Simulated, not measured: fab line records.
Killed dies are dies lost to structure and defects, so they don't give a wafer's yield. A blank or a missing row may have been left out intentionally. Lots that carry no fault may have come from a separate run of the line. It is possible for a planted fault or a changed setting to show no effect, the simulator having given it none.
A lot that was struck, set against a sound lot :: flow nand harc :: 39 steps out of a route of 1302
Sound: these wafers, L501.1, L501.4, L501.5. Struck: wafer L508.2 (L508.1, L508.3, from the same lot, were not struck and are left out); the cause is given at the end.
Order at every step that has rows: each side's tool, ch and its chambers, its first start. Under that, the readings that differ: sound wafers :: struck wafers :: difference of the means :: sigmas: that difference in standard deviations of wafers without a fault.
alike: a reading whose means differ by less than 2 such deviations, as well as words and numbers matching on both sides. not compared: withheld readings; readings where some wafer has no value; bounds like >300 that might hide an equal value; numbers whose values overlap and for which the record gives no deviation.
The two part at a step that has a row with sigmas, a row that says differs or no value, or rows on one side only. Numbers that have no deviation but don't overlap get no sigmas and don't part them. Lack of a reading on every wafer of one side parts them only where that side has two or more wafers.

NHARC_A_CHANNEL_FILL_D1_ALD_16: deposits SiO2, target thk 1.5 nm, pulse time 10 s, ald cycles 15.
  sound on ald hk-03 ch 2,3, day 13 15:15; struck on ald hk-03 ch 2, day 15 09:08
reading: precursor pulse height rel
sound: 0.957 1.006 0.994
struck: 1.046
difference: +0.060
sigmas: +3
  alike: heater power w
then, 9 steps without rows for these wafers: NHARC_A_CHANNEL_FILL_D1_ANNEAL_17 (time 1800 s); NHARC_A_CHANNEL_FILL_D1_CVD_18 (deposits poly-Si, target thk 3 nm); NHARC_A_CHANNEL_FILL_D1_ETCHBACK_19 (etches the open film in HBr/Cl2, target depth 5 nm, time 1.7 s); NHARC_A_CHANNEL_FILL_D1_ETCHBACK_20 (etches the open film in C4F8/O2/Ar, target depth 27 nm, time 13.5 s); NHARC_A_CHANNEL_FILL_D1_STRIP_28 (strips in O2, time 20 s); NHARC_A_CHANNEL_FILL_D1_PRECLEAN_21 (cleans in dHF, time 30 s); NHARC_A_CHANNEL_FILL_D1_SRD_23; NHARC_A_CHANNEL_FILL_D1_CVD_05 (deposits poly-Si, target thk 5 nm); NHARC_A_CHANNEL_FILL_D1_ANNEAL_22 (time 7200 s).
NHARC_A_CHANNEL_FILL_D1_ALD_25: deposits SiOx, target thk 60 nm, pulse time 10 s, ald cycles 600.
  sound on ald hk-02 ch 2,3, day 14 15:29; struck on ald hk-03 ch 1, day 16 11:34
  alike: heater power w, precursor pulse height rel
NHARC_A_CHANNEL_FILL_D1_ETCHBACK_08: etches the open film in C4F8, target depth 220 nm, time 110 s.
  sound on rie diel-09 ch 0,1,2, day 14 20:26; struck on rie diel-09 ch 0, day 16 15:15
  alike: oes product au, rf vpp V
  not compared: rf hours counter h
then, 4 steps without rows for these wafers: NHARC_A_CHANNEL_FILL_D1_STRIP_29 (strips in O2, time 20 s); NHARC_A_CHANNEL_FILL_D1_PRECLEAN_30 (cleans in dHF, time 30 s); NHARC_A_CHANNEL_FILL_D1_SRD_31; NHARC_A_CHANNEL_FILL_D1_CVD_09 (deposits poly-Si, target thk 150 nm, time 3000 s).
NHARC_A_CHANNEL_FILL_D1_CMP_10: polishes, target thk 150 nm.
  sound on cmp-01 ch 1,2,3, day 15 02:20; struck on cmp-03 ch 2, day 16 21:05
  alike: motor current A, time to endpoint s
then, 10 steps without rows for these wafers: NHARC_A_CHANNEL_FILL_D1_SRD_12; NHARC_A_DECK1_JOINT_ETCHBACK_07 (etches the open film in HBr, target depth 105 nm, time 26.9 s); NHARC_A_DECK1_JOINT_ETCH_25 (etches SiO2 in dHF, target depth 0.5 nm); NHARC_A_DECK1_JOINT_ETCH_19 (etches poly-Si in TMAH, target depth 3 nm); NHARC_A_DECK1_JOINT_ETCH_18 (etches SiO2 in dHF, target depth 3 nm); NHARC_A_DECK1_JOINT_WET_08 (chemistry H3PO4, time 86 s); NHARC_A_DECK1_JOINT_ETCH_09 (etches SiO2 in dHF, target depth 5 nm); NHARC_A_DECK1_JOINT_WET_10 (chemistry H3PO4, time 86 s); NHARC_A_DECK1_JOINT_ETCH_11 (etches SiO2 in dHF, target depth 35 nm); NHARC_A_DECK1_JOINT_CVD_12 (deposits poly-Si, target thk 90 nm, time 1800 s).
NHARC_A_DECK1_JOINT_CMP_13: polishes, target thk 51.023 nm.
  sound on cmp-04 ch 0,2, day 15 12:27; struck on cmp-04 ch 0, day 17 09:55
  alike: motor current A, time to endpoint s
NHARC_A_DECK1_JOINT_THK_MEAS_14: measures by ellipsometry.
  sound on film metro-02 at day 15 12:41; struck on film metro-01 at day 17 10:10
  alike: thk nm
next, for these wafers, 1 step has no rows: NHARC_A_DECK1_JOINT_SRD_04.
NHARC_A_DECK1_JOINT_ETCHBACK_00: etches the open film in HBr, target depth 30 nm, time 17.4 s.
  sound on rie si-06 ch 0,2,3, day 15 12:49; struck on rie si-06 ch 0, day 17 10:17
reading: throttle valve pct (%)
sound: 23.277 23.277 23.277
struck: 23.248
difference: -0.029
sigmas: -3
  alike: drypump motor current A, oes product au
  not compared: rf hours counter h
then, 7 steps without rows for these wafers: NHARC_A_DECK1_JOINT_PRECLEAN_30 (cleans in SC1); NHARC_A_DECK1_JOINT_SRD_31; NHARC_A_DECK1_JOINT_CVD_34 (deposits SiNx, target thk 20 nm); NHARC_A_DECK1_JOINT_DEP_06 (deposits SiOx, target thk 80 nm); NHARC_A_DECK1_JOINT_CURE_26 (time 32 s); NHARC_A_DECK1_JOINT_ANNEAL_27 (time 3600 s); NHARC_A_DECK1_JOINT_ANNEAL_28 (time 1800 s).
-- jump in the record: it breaks off in module A_DECK1_JOINT and resumes in module END (first step shown: number 1302 of the route), and 14 days separate the struck wafers' starts before and after --
NHARC_END_SORT_01:
  at this point the record logs the struck wafers (prober-02 ch 0, day 31 16:47) and has no rows for the sound ones

## WHERE THEY PART
Last at NHARC_END_SORT_01 as far as this record goes, first at NHARC_A_CHANNEL_FILL_D1_ALD_16.

WHY: the cause the simulator had injected
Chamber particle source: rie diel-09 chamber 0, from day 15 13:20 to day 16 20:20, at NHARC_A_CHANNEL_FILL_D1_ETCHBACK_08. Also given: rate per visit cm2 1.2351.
